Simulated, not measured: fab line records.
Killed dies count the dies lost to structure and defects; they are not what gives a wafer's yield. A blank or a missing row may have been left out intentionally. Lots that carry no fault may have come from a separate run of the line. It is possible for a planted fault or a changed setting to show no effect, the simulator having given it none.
Struck lot and sound lot, side by side    flow nand-harc    14 out of 1302 route steps
Sound: these wafers, L950.3, L950.5, L950.6. The struck wafers were L963.2, L963.4, L963.5. The cause is given at the end.
Each step with rows lists, per side, the tool, then ch with its chambers, then its first start. Under that, the readings that differ: sound wafers    struck wafers    difference of the means    sigmas: that difference in standard deviations of wafers without a fault.
alike: words and numbers the same on both sides, and readings whose means are apart by under 2 such deviations; not compared: readings that were withheld, readings missing a value for some wafer, numbers with overlapping values and no deviation given by the record, and bounds like >300 which may hide the same value.
A row with sigmas, a row that says differs or no value, or rows on one side alone: a step with any of these is where the two part. Non-overlapping numbers with no deviation appear without sigmas and do not part them. A reading missing from all wafers of one side parts the sides only when that side holds two or more wafers.

NHARC_A_CHANNEL_HOLE_D2_CD_MEAS_31:
  sound: cd-sem-02 at day 14 14:23; struck: cd-sem-02 at day 19 13:55
  alike: cd-nm
NHARC_A_CHANNEL_HOLE_D2_XSEM_32:
  sound on xsem-01 ch 0, day 14 14:28; struck on xsem-01 ch 0, day 19 14:00
reading             sound              struck          difference  sigmas
tilt-deg (degrees)  -0.01 -0.01 -0.01  0.09 0.09 0.09  +0.10       +2
  alike: bot-cd-nm, bow-nm
NHARC_A_CHANNEL_HOLE_D2_INSPECT_40:
  sound: defect-inspect-02 at day 14 14:34; struck: defect-inspect-01 at day 19 14:05
  alike: raw-defect-count
then, 4 steps without rows for these wafers: NHARC_A_CHANNEL_FILL_D2_PRECLEAN_00 (cleans in SC1); NHARC_A_CHANNEL_FILL_D2_SRD_01; NHARC_A_CHANNEL_FILL_D2_ALD_02 (deposits SiO2, target thk 6 nm, pulse time 10 s, ald cycles 60); NHARC_A_CHANNEL_FILL_D2_ALD_03 (deposits SiNx, target thk 6 nm, pulse time 60 s, ald cycles 58).
NHARC_A_CHANNEL_FILL_D2_ALD_14: deposits SiO2, target thk 2.5 nm, pulse time 10 s, ald cycles 25.
  sound on ald-hk-04 ch 0,2,3, day 14 22:11; struck on ald-hk-03 ch 0,3, day 19 20:46
  alike: heater-power-outer-w, heater-power-w, precursor-pulse-height-rel
NHARC_A_CHANNEL_FILL_D2_ALD_15: deposits SiNx, target thk 2 nm, pulse time 60 s, ald cycles 19.
  sound: ald-sin-batch-02 ch 0; struck: ald-sin-batch-02 ch 0
  alike: chamber-pressure-Torr, precursor-pulse-height-rel
NHARC_A_CHANNEL_FILL_D2_ALD_16: deposits SiO2, target thk 1.5 nm, pulse time 10 s, ald cycles 15.
  sound on ald-hk-03 ch 0,3, day 15 03:12; struck on ald-hk-04 ch 0,2, day 20 01:57
  alike: heater-power-outer-w, heater-power-w, precursor-pulse-height-rel
then, 2 steps without rows for these wafers: NHARC_A_CHANNEL_FILL_D2_ANNEAL_17 (time 1800 s); NHARC_A_CHANNEL_FILL_D2_CVD_18 (deposits poly-Si, target thk 3 nm).
NHARC_A_CHANNEL_FILL_D2_ETCHBACK_19: etches the open film in HBr/Cl2, target depth 5 nm, time 1.7 s.
  sound on rie-si-01 ch 0,3, day 15 14:38; struck on rie-si-04 ch 0,2,3, day 20 13:54
  no value came back on the struck wafers for any of 5 readings (bias-w (W), chamber-pressure-mTorr (mTorr) and others); on the sound wafers bias-w (W) reads 100.3 100.5 100.3
  not compared: rf-hours-counter-h
NHARC_A_CHANNEL_FILL_D2_ETCHBACK_20: etches the open film in C4F8/O2/Ar, target depth 27 nm, time 13.5 s.
  sound on rie-diel-01 ch 0,1,3, day 15 14:47; struck on rie-diel-11 ch 2,3, day 20 14:01
  alike: bias-w, chamber-pressure-mTorr, oes-product-au, rf-vpp-V
  not compared: rf-hours-counter-h

## WHERE THEY PART
First at NHARC_A_CHANNEL_HOLE_D2_XSEM_32; last, within this record, at NHARC_A_CHANNEL_FILL_D2_ETCHBACK_19. Later steps at which nothing parts them and some readings are alike: NHARC_A_CHANNEL_FILL_D2_ETCHBACK_20.

WHY: the cause the simulator had injected
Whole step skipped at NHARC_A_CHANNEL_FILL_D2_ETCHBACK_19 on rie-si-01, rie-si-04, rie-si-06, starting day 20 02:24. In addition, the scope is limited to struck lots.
